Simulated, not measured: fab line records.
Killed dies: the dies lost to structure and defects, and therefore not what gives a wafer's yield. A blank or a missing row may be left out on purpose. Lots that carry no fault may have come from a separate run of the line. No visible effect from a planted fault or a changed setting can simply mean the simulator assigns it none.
Struck lot and sound lot, side by side    flow n5 finfet    39 out of 1938 route steps
Sound: these wafers, L133.4, L133.5, L133.6. Wafers L131.1, L131.2 were the ones struck. At the end, the cause is stated.
Order at every step that has rows: each side's tool, ch and its chambers, its first start. Under that, the readings that differ: sound wafers    struck wafers    difference of the means    sigmas: that difference in standard deviations of wafers without a fault.
alike: words and numbers the same on both sides, and readings whose means are apart by under 2 such deviations; not compared: readings that were withheld, readings missing a value for some wafer, numbers with overlapping values and no deviation given by the record, and bounds like >300 which may hide the same value.
Wherever a step has rows on one side only, a row that says differs or no value, or a row with sigmas, the two part there. Numbers that have no deviation but don't overlap get no sigmas and don't part them. A reading missing from all wafers of one side parts the sides only when that side holds two or more wafers.

first, 10 steps without rows for these wafers: N5_FIN_SAQP_HM_DEP_03 (deposits SiNx from SiH4/NH3/N2, target thk 38 nm, time 33.6 s); N5_FIN_SAQP_PECVD_47 (deposits a-Si from SiH4/He, target thk 45 nm, time 36.3 s); N5_FIN_SAQP_PECVD_48 (deposits SiNx from SiH4/NH3/N2, target thk 25 nm, time 22.1 s); N5_FIN_SAQP_PECVD_06 (deposits a-Si from SiH4/He, target thk 60 nm, time 48.1 s); N5_FIN_SAQP_HM_DEP_72 (deposits SiO2 from SiH4/N2O, target thk 12 nm, time 7.2 s); N5_FIN_SAQP_COAT_49 (time 60 s, resist thk 100 nm); N5_FIN_SAQP_COAT_50 (time 60 s, resist thk 35 nm); N5_FIN_SAQP_COAT_10 (resist thk 90 nm); N5_FIN_SAQP_EBR_12; N5_FIN_SAQP_SOFTBAKE_11 (time 60 s).
N5_FIN_SAQP_EXPOSE_13: exposes mask FIN CORE, target cd 35.6 nm.
  sound on arfi scanner-03 ch 0, day 7 09:25; struck on arfi scanner-02 ch 0, day 6 22:14
  alike: mask, focus offset nm
then, 2 steps without rows for these wafers: N5_FIN_SAQP_PEB_14 (peb time 60 s); N5_FIN_SAQP_DEVELOP_15 (develop time 30 s).
N5_FIN_SAQP_CD_MEAS_16 targets a cd of 35.6 nm.
  sound on cd sem-03 ch 0, day 7 09:31; struck on cd sem-03 ch 0, day 6 22:22
reading     sound           struck     difference  sigmas
cd nm (nm)  35.3 35.3 35.2  30.7 30.5  -4.7        -13
then, 23 steps without rows for these wafers: N5_FIN_SAQP_DESCUM_21 (chemistry O2, time 7.9 s); N5_FIN_SAQP_ETCH_51 (etches SiARC in CF4, target depth 45.5 nm, time 75.8 s); N5_FIN_SAQP_ETCH_52 (etches SOC in N2/H2, target depth 100 nm, overetch 20 nm, time 150 s); N5_FIN_SAQP_STRIP_53 (strips in N2/H2); N5_FIN_SAQP_HM_OPEN_73 (chemistry CHF3/O2, target SiO2, stops on a-Si, target depth 12 nm, time 16.8 s); N5_FIN_SAQP_STRIP_74 (strips in CHF3/O2); N5_FIN_SAQP_MANDREL_ETCH_22 (etches a-Si in HBr/Cl2, stops on SiNx, target depth 60 nm, bt time 10 s, time 30 s); N5_FIN_SAQP_STRIP_55 (strips in N2/H2); N5_FIN_SAQP_STRIP_23 (strips in SPM, time 750 s); N5_FIN_SAQP_SRD_66 (time 30 s); N5_FIN_SAQP_RECESS_75 (chemistry HF/NH3, target SiO2, target depth 14.4 nm, afs cycles 3, sublimation time 60 s); N5_FIN_SAQP_SPACER1_ALD_24 (deposits SiO2, target thk 20.3 nm, pulse time 1 s, purge time 2 s); N5_FIN_SAQP_SPACER1_ETCHBACK_25 (etches SiO2 in CHF3/O2, target depth 24.4 nm, time 12.2 s); N5_FIN_SAQP_MANDREL1_REMOVE_56 (chemistry HBr/Cl2/O2, target a-Si, stops on SiNx, bt time 10 s); N5_FIN_SAQP_ETCH_57 (etches SiNx in CH3F/O2, target depth 32.5 nm, time 46.4 s); N5_FIN_SAQP_ETCH_65 (etches SiO2 in CF4, target depth 4 nm, time 4.4 s); N5_FIN_SAQP_MANDREL_ETCH_58 (etches a-Si in HBr/Cl2, stops on SiNx, target depth 45 nm, bt time 10 s, time 27 s); N5_FIN_SAQP_RECESS_63 (chemistry HF/NH3, target SiO2, target depth 18 nm, afs cycles 3, sublimation time 60 s); N5_FIN_SAQP_COAT_68 (time 60 s, resist thk 100 nm); N5_FIN_SAQP_ETCH_69 (etches SOC in N2/H2, stops on SiNx, target depth 150 nm); N5_FIN_SAQP_ETCH_67 (etches SiNx in CH3F/O2, target depth 30 nm); N5_FIN_SAQP_STRIP_70 (strips in N2/H2); N5_FIN_SAQP_RECESS_71 (chemistry HF/NH3, target SiO2, target depth 3 nm, afs cycles 1, sublimation time 60 s).
-- here the record skips 7 days between the struck wafers' starts before and after, leaving off in module FIN_SAQP and picking up in module BEOL_M4 (first step shown: number 1111 of the route) --
N5_BEOL_M4_RC_MEAS_101:
  sound on prober-01 ch 0, day 14 15:46; struck on prober-01 ch 0, day 13 14:53
reading        sound           struck     difference  sigmas
SS_P (mV/dec)  71.8 71.5 72.5  73.1 74.3  +1.8        +2
  alike: DIBL_N, DIBL_P, IOFF_N, IOFF_P, ION_N, ION_P, SS_N, VT_N, VT_P
-- here the record skips 4 days between the struck wafers' starts before and after, leaving off in module BEOL_M4 and picking up in module PASSIVATION (first step shown: number 1936 of the route) --
N5_PASSIVATION_PROBE_49:
  record: rows for the struck wafers here (prober-01, day 17 17:59), none for the sound ones

WHERE THEY PART
Earliest at N5_FIN_SAQP_CD_MEAS_16; latest, in this record, at N5_PASSIVATION_PROBE_49.

WHY: whatever the simulator had introduced
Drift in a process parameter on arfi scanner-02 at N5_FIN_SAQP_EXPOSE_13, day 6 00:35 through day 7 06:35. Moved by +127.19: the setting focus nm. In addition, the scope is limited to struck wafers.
